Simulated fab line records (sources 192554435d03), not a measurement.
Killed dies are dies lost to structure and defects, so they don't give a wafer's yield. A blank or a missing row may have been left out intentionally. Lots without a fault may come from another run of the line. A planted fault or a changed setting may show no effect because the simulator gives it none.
fab line records ; flow n5Finfet
[record] lots = 9; wafers = 26; lastDay = 21
route steps=1938 shown MOL_CONTACT_COAG@530 BEOL_M4@1111
lots that met no fault: taken from a fault-free run of the same line
startH: the number of hours between the record's first day and the start of the first shown wafer of the lot ; waitH: time in hours since the lot's previous step ; " repeats the value in the row above ; L1.1+2: one row covering several wafers at once ; - no value present, or no start provided ; * or withheld: withheld ; < > ~ a bound
route shown NAME@n: NAME is a module with steps in the file, n the number in the route of the first one ; usual: mean/standard deviation of fault-free wafers ; same: alike in all rows ; chamber/n: place in a boat ; sites: per-site readings ; _std_site: their standard deviation ; _edge_site: outer sites' mean less inner sites' ; radiusMm: how far each site lies from the wafer's centre ; mask NAME#n: copy n ; behind: tool/chamber where the wafer was last shaped ; hold: what put the lot on hold/how long, in hours/how the hold closed ; device: names the non-switching transistor (n, p or np) ; end of line: tests run on the same wafers once the route is complete ; step lacking rows: just its recipe ; killed: the dies lost at the first sort to structure and to defects; this is not the yield of the wafer ; map: shows each die of a wafer: x if killed, . if not, _ if none is there
set.NAME: setting as actually run; set.NAME@STEP: the setting as run at that earlier step ; model.NAME: the simulator's own value behind a step, which no gauge read
steps of the route over a sample of lots; a table a step, a row a wafer
services: the hour from which a tool's chamber was out of use, counted from the record's first day as startH (under 0 if before that day), plus the number of hours and why
[[steps]]
[step N5_MOL_CONTACT_COAG_ETCH_59]
[recipe] chemistry = N2/H2; target = underlayer; targetDepthA = 130; maskMaterial = CAR-EUV; timeS = 10.4; ionEnergyEv = 200; pressureMtorr = 30; sourceW = 840; biasW = 150; n2FlowSccm = 200; h2FlowSccm = 200; ends = cleared
[usual] drypumpMotorCurrentA = 6.02/0.21; etchRfOnTimeS = 10.4/0.34; oesProductAu = 0.66/0.056; rfVppV = 522.2/1.9; showerheadPlenumPTorr = 2.48/0.066; throttleValvePct = 17.85/0.26
lot.wafer;tool;chamber;startH;waitH;drypumpMotorCurrentA;etchRfOnTimeS;oesProductAu;rfHoursCounterH;rfVppV;showerheadPlenumPTorr;throttleValvePct
L951.2;rieDiel-02;3;92.53;0.0;6.12;10.2;0.61;246;525.2;2.63;17.86
L951.3;rieDiel-02;2;92.53;0.0;6.18;10.1;0.67;130;521.5;2.45;17.45
L951.4;rieDiel-02;0;92.53;0.0;6.28;11.1;0.75;21;523.9;2.49;17.67
L957.1;rieDiel-02;0;128.14;0.0;6.30;10.9;0.73;35;522.1;2.48;17.69
L957.4;rieDiel-02;1;128.14;0.0;6.31;10.4;0.59;242;519.5;2.39;18.03
L957.6;rieDiel-02;1;128.14;0.0;6.27;10.2;0.58;-;520.5;2.39;18.05
L959.2;rieDiel-02;2;137.25;0.0;6.14;10.1;0.66;146;521.3;2.44;17.48
L959.3;rieDiel-02;3;137.25;0.0;6.11;10.0;0.81;8;525.3;2.62;17.51
L959.6;rieDiel-02;2;137.25;0.0;6.15;10.1;0.67;-;519.5;2.44;17.47
L964.3;rieDiel-02;2;164.10;0.0;6.20;10.0;0.66;156;520.2;2.43;17.51
L964.4;rieDiel-02;2;164.10;0.0;6.22;10.0;0.66;-;521.5;2.43;17.51
L964.6;rieDiel-02;3;164.10;0.0;6.13;9.9;0.79;-;524.0;2.62;17.51
L967.1;rieDiel-02;1;185.65;0.0;6.30;10.0;0.81;6;528.6;2.70;17.55
L967.2;rieDiel-02;0;185.65;0.0;6.32;11.0;0.70;56;520.8;2.47;17.74
L967.4;rieDiel-02;2;185.65;0.0;6.18;10.1;0.65;164;522.5;2.43;17.52
L970.3;rieDiel-03;1;200.88;0.0;5.95;10.9;0.61;159;520.8;2.45;18.37
L970.4;rieDiel-03;2;200.88;0.0;6.08;10.7;0.65;113;521.2;2.43;17.78
L970.6;rieDiel-03;1;200.88;0.0;5.94;10.9;0.61;-;521.6;2.45;18.36
L971.1;rieDiel-03;0;207.16;0.0;5.46;10.3;0.65;161;524.6;2.52;17.96
L971.4;rieDiel-03;2;207.16;0.0;6.05;10.7;0.64;115;520.9;2.43;17.78
L972.1;rieDiel-04;3;215.88;0.0;6.14;10.6;0.65;108;520.3;2.45;18.05
L972.3;rieDiel-04;0;215.88;0.0;6.04;10.5;0.57;240;519.5;2.40;17.77
L972.6;rieDiel-04;0;215.88;0.0;6.03;10.4;0.57;-;519.2;2.40;17.74
L974.1;rieDiel-04;3;226.39;0.0;6.18;10.7;0.65;111;521.3;2.45;18.05
L974.4;rieDiel-04;0;226.39;0.0;6.00;10.5;0.58;244;519.4;2.40;17.79
L974.5;rieDiel-04;1;226.39;0.0;6.04;10.2;0.64;-;520.1;2.42;18.00
[step N5_MOL_CONTACT_COAG_ETCH_15]
[recipe] chemistry = CH3F/O2; target = SiNx; targetDepthA = 70; maskMaterial = SOC; stopOn = Si:P; overEtchFrac = 0.75; ionEnergyEv = 120; pressureMtorr = 30; sourceW = 395; biasW = 73; Ar_flow_sccm = 150; CH3F_flow_sccm = 30; O2_flow_sccm = 20
[usual] drypumpMotorCurrentA = 6.01/0.21; oesProductAu = 0.56/0.046; overEtchFrac = 0.75/0; rfVppV = 296/5.9; showerheadPlenumPTorr = 1.95/0.052; throttleValvePct = 16.39/0.2
lot.wafer;tool;chamber;startH;waitH;drypumpMotorCurrentA;oesProductAu;overEtchFrac;rfHoursCounterH;rfVppV;showerheadPlenumPTorr;throttleValvePct
L951.2;rieDiel-02;3;92.72;0.0;6.08;0.52;0.75;246;297;2.07;16.35
L951.3;rieDiel-02;2;92.72;0.0;6.16;0.57;0.75;130;300;1.93;16.15
L951.4;rieDiel-02;0;92.72;0.0;6.29;0.66;0.75;21;288;1.96;16.12
L957.1;rieDiel-02;0;128.32;0.0;6.29;0.64;0.75;35;289;1.95;16.14
L957.4;rieDiel-02;1;128.32;0.0;6.31;0.49;0.75;242;304;1.90;16.67
L957.6;rieDiel-02;1;128.32;0.0;6.30;0.50;0.75;-;304;1.90;16.68
L959.2;rieDiel-02;2;137.43;0.0;6.16;0.56;0.75;146;302;1.92;16.16
L959.3;rieDiel-02;3;137.43;0.0;6.11;0.68;0.75;8;297;2.06;15.95
L959.6;rieDiel-02;2;137.43;0.0;6.14;0.56;0.75;-;300;1.92;16.15
L964.3;rieDiel-02;2;164.29;0.0;6.16;0.47;1.5767;156;301;1.92;16.17
L964.4;rieDiel-02;2;164.29;0.0;6.14;0.47;1.5767;-;302;1.92;16.16
L964.6;rieDiel-02;3;164.29;0.0;6.11;0.65;0.75;-;299;2.06;15.96
L967.1;rieDiel-02;1;185.83;0.0;6.32;0.68;0.75;6;310;2.15;16.15
L967.2;rieDiel-02;0;185.83;0.0;6.28;0.62;0.75;56;288;1.95;16.19
L967.4;rieDiel-02;2;185.83;0.0;6.17;0.47;1.5767;164;301;1.92;16.17
L970.3;rieDiel-03;1;201.07;0.0;5.92;0.54;0.75;160;297;1.89;16.55
L970.4;rieDiel-03;2;201.07;0.0;6.08;0.57;0.75;113;291;1.93;16.35
L970.6;rieDiel-03;1;201.07;0.0;5.90;0.54;0.75;-;298;1.89;16.53
L971.1;rieDiel-03;0;207.35;0.0;5.46;0.54;0.75;161;297;1.99;16.60
L971.4;rieDiel-03;2;207.35;0.0;6.06;0.56;0.75;115;291;1.93;16.34
L972.1;rieDiel-04;3;216.07;0.0;6.11;0.57;0.75;108;290;1.92;16.50
L972.3;rieDiel-04;0;216.07;0.0;5.99;0.50;0.75;240;291;1.91;16.46
L972.6;rieDiel-04;0;216.07;0.0;6.00;0.50;0.75;-;291;1.91;16.45
L974.1;rieDiel-04;3;226.57;0.0;6.11;0.57;0.75;111;289;1.92;16.50
L974.4;rieDiel-04;0;226.57;0.0;6.00;0.50;0.75;244;290;1.91;16.45
L974.5;rieDiel-04;1;226.57;0.0;6.05;0.54;0.75;-;295;1.92;16.47
[step N5_MOL_CONTACT_COAG_CD_MEAS_99]
[recipe] targetCdNm = 17.2; polarity = opening
[usual] cdNm = 17.3/0.5
lot.wafer;tool;chamber;startH;waitH;cdNm
L951.2;cdSem-01;-;92.90;-;16.2
L951.3;cdSem-01;-;92.90;-;17.6
L951.4;cdSem-01;-;92.90;-;17.0
L957.1;cdSem-01;-;128.50;-;17.9
L957.4;cdSem-01;-;128.50;-;17.6
L957.6;cdSem-01;-;128.50;-;17.0
L959.2;cdSem-03;-;137.61;-;16.3
L959.3;cdSem-03;-;137.61;-;17.2
L959.6;cdSem-03;-;137.61;-;17.3
L964.3;cdSem-03;-;164.47;-;17.1
L964.4;cdSem-03;-;164.47;-;17.1
L964.6;cdSem-03;-;164.47;-;17.6
L967.1;cdSem-03;-;186.01;-;17.3
L967.2;cdSem-03;-;186.01;-;17.7
L967.4;cdSem-03;-;186.01;-;16.6
L970.3;cdSem-02;-;201.25;-;17.4
L970.4;cdSem-02;-;201.25;-;16.9
L970.6;cdSem-02;-;201.25;-;17.7
L971.1;cdSem-03;-;207.53;-;16.6
L971.4;cdSem-03;-;207.53;-;16.8
L972.1;cdSem-03;-;216.25;-;17.9
L972.3;cdSem-03;-;216.25;-;17.1
L972.6;cdSem-03;-;216.25;-;17.4
L974.1;cdSem-03;-;226.75;-;17.6
L974.4;cdSem-03;-;226.75;-;16.4
L974.5;cdSem-03;-;226.75;-;17.1
[step N5_MOL_CONTACT_COAG_SPUTTER_143]
[recipe] material = Co; targetThkA = 25; tempC = 25; chamberPressurePa = 0.2
[usual] throttleValvePct = 29.6/0.83
lot.wafer;tool;chamber;startH;waitH;throttleValvePct
L951.2;pvdSputter-02;-;94.72;0.0;29.1
L951.3;pvdSputter-02;-;94.72;0.0;30.2
L951.4;pvdSputter-02;-;94.72;0.0;30.2
L957.1;pvdSputter-02;-;131.28;0.0;30.0
L957.4;pvdSputter-02;-;131.28;0.0;27.8
L957.6;pvdSputter-02;-;131.28;0.0;29.9
L959.2;pvdSputter-02;-;138.85;0.0;27.6
L959.3;pvdSputter-02;-;138.85;0.0;30.2
L959.6;pvdSputter-02;-;138.85;0.0;30.2
L964.3;pvdSputter-01;-;166.52;0.0;29.7
L964.4;pvdSputter-01;-;166.52;0.0;29.7
L964.6;pvdSputter-01;-;166.52;0.0;28.9
L967.1;pvdSputter-02;-;188.48;0.0;27.5
L967.2;pvdSputter-02;-;188.48;0.0;30.0
L967.4;pvdSputter-02;-;188.48;0.0;30.4
L970.3;pvdSputter-02;-;205.57;0.0;29.1
L970.4;pvdSputter-02;-;205.57;0.0;29.9
L970.6;pvdSputter-02;-;205.57;0.0;30.1
L971.1;pvdSputter-02;-;209.51;0.0;30.0
L971.4;pvdSputter-02;-;209.51;0.0;30.2
L972.1;pvdSputter-01;-;218.70;0.0;28.9
L972.3;pvdSputter-01;-;218.70;0.0;29.6
L972.6;pvdSputter-01;-;218.70;0.0;29.9
L974.1;pvdSputter-02;-;229.83;0.0;29.1
L974.4;pvdSputter-02;-;229.83;0.0;30.2
L974.5;pvdSputter-02;-;229.83;0.0;30.2
[step N5_BEOL_M4_RC_MEAS_101]
[usual] DIBL_N = 36.3/1.9; DIBL_P = 36.6/2.4; IOFF_N = 0.17/0.037; IOFF_P = 0.23/0.04; ION_N = 682/14; ION_P = 468/8.6; SS_N = 71.6/0.67; SS_P = 73.4/0.71; VT_N = 248/3.3; VT_P = -248.9/2.9
lot.wafer;tool;chamber;startH;waitH;DIBL_N[mV/V];DIBL_P[mV/V];IOFF_N[nA/um];IOFF_P[nA/um];ION_N[uA/um];ION_P[uA/um];SS_N[mV/dec];SS_P[mV/dec];VT_N[mV];VT_P[mV]
L951.2;prober-01;0;213.68;0.2;34.6;35.2;0.14;0.17;671;456;70.7;72.3;253;-252.2
L951.3;prober-01;0;213.68;0.2;36.1;38.3;0.16;0.23;682;465;71.6;73.7;247;-250.2
L951.4;prober-01;0;213.68;0.2;36.3;37.0;0.15;0.20;672;457;71.6;73.0;250;-252.8
L957.1;prober-02;0;219.62;0.0;37.1;37.6;0.19;0.25;682;470;72.1;74.1;244;-246.7
L957.4;prober-02;0;219.62;0.0;33.7;33.6;0.13;0.19;674;470;70.5;72.3;250;-251.4
L957.6;prober-02;0;219.62;0.0;34.2;33.7;0.14;0.19;671;470;71.0;72.5;249;-250.2
L959.2;prober-01;0;228.41;0.2;39.4;39.5;0.23;0.27;697;471;72.8;74.3;242;-245.8
L959.3;prober-01;0;228.41;0.2;36.6;37.6;0.17;0.23;697;482;71.2;74.0;247;-247.9
L959.6;prober-01;0;228.41;0.2;35.0;34.7;0.14;0.19;688;474;71.7;73.3;248;-250.9
L964.3;prober-02;0;286.91;0.3;33.3;30.8;0.14;0.19;660;459;71.3;72.0;252;-249.0
L964.4;prober-02;0;286.91;0.3;35.7;33.8;0.18;0.24;678;474;71.8;73.0;246;-246.6
L964.6;prober-02;0;286.91;0.3;37.1;35.7;0.20;0.27;709;488;71.4;73.6;245;-243.7
L967.1;prober-01;0;295.69;0.0;37.4;38.4;0.19;0.25;677;463;71.4;74.8;246;-245.6
L967.2;prober-01;0;295.69;0.0;38.9;39.7;0.24;0.29;692;469;72.0;74.4;243;-246.7
L967.4;prober-01;0;295.69;0.0;36.1;36.4;0.17;0.22;676;465;71.7;73.8;249;-247.4
L971.1;prober-02;0;345.51;0.0;36.8;36.7;0.18;0.25;694;483;71.5;73.7;249;-247.9
L971.4;prober-02;0;345.51;0.0;35.5;34.5;0.15;0.21;689;476;70.9;73.3;252;-248.4
L970.3;prober-01;0;352.17;0.3;37.1;35.5;0.17;0.25;677;473;72.8;73.9;250;-244.3
L970.4;prober-01;0;352.17;0.3;36.6;34.8;0.16;0.24;701;484;72.0;74.0;245;-246.2
L970.6;prober-01;0;352.17;0.3;38.4;37.9;0.21;0.29;707;489;72.0;74.2;246;-245.7
L972.1;prober-02;0;356.44;0.0;33.8;34.9;0.16;0.20;699;479;70.9;73.0;246;-250.3
L972.3;prober-02;0;356.44;0.0;36.8;37.7;0.21;0.24;699;474;71.7;74.2;246;-246.6
L972.6;prober-02;0;356.44;0.0;36.8;37.2;0.22;0.24;698;472;71.5;73.2;242;-250.8
L974.1;prober-02;0;375.51;0.0;34.3;33.4;0.14;0.17;669;459;71.1;72.8;250;-252.5
L974.4;prober-02;0;375.51;0.0;34.5;34.6;0.14;0.18;678;469;70.5;73.0;250;-248.1
L974.5;prober-02;0;375.51;0.0;34.6;34.5;0.14;0.18;672;456;71.4;72.8;250;-248.1
[[services]]
tool;chamber;startH;hours;kind
rieDiel-03;-;83.71;14.6;pm
rieDiel-04;2;100.26;10.0;repair
rieDiel-03;1;100.86;6.7;repair
rieDiel-02;3;102.85;-;clean
rieDiel-02;3;102.85;-;consumableReplace:focusRing
rieDiel-02;3;102.85;13.7;scheduledDown
rieDiel-02;3;102.85;13.7;ventCycle
rieDiel-02;1;151.07;-;clean
rieDiel-02;1;151.07;-;consumableReplace:focusRing
rieDiel-02;1;151.07;-;consumableReplace:showerhead
rieDiel-02;1;151.07;18.1;scheduledDown
rieDiel-02;1;151.07;18.1;ventCycle
pvdSputter-02;-;172.82;0.6;repair
rieDiel-04;1;184.51;1.2;repair
rieDiel-04;2;219.63;4.6;repair
rieDiel-04;2;228.76;-;clean
rieDiel-04;2;228.76;-;consumableReplace:focusRing
rieDiel-04;2;228.76;14.8;scheduledDown
rieDiel-04;2;228.76;14.8;ventCycle
[[key]]
[firstSign] step = N5_MOL_CONTACT_COAG_ETCH_15; reading = overEtchFrac; direction = up; sigmas = 99+; usual = 0.75; struck = 1.5767
[effect] step = N5_MOL_CONTACT_COAG_ETCH_15; reading = oesProductAu; direction = down; sigmas = 2.1; usual = 0.56; struck = 0.47
metAt N5_MOL_CONTACT_COAG_ETCH_15
struckLots L964,L967
struckWafers L964.3,L964.4,L967.4
notActingAt N5_MOL_CONTACT_COAG_ETCH_59,N5_MOL_CONTACT_COAG_CD_MEAS_99,N5_MOL_CONTACT_COAG_SPUTTER_143
onsetBetween 137.43 164.29
[fault] kind = processParameterDrift; tool = rieDiel-02; chamber = 2; onsetH = 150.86; steps = N5_MOL_CONTACT_COAG_ETCH_15; channel = overEtchFrac; offset = 0.82674; shape = step; endH = 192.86; actsIn = theseRecipesOnly; stated = 0.75
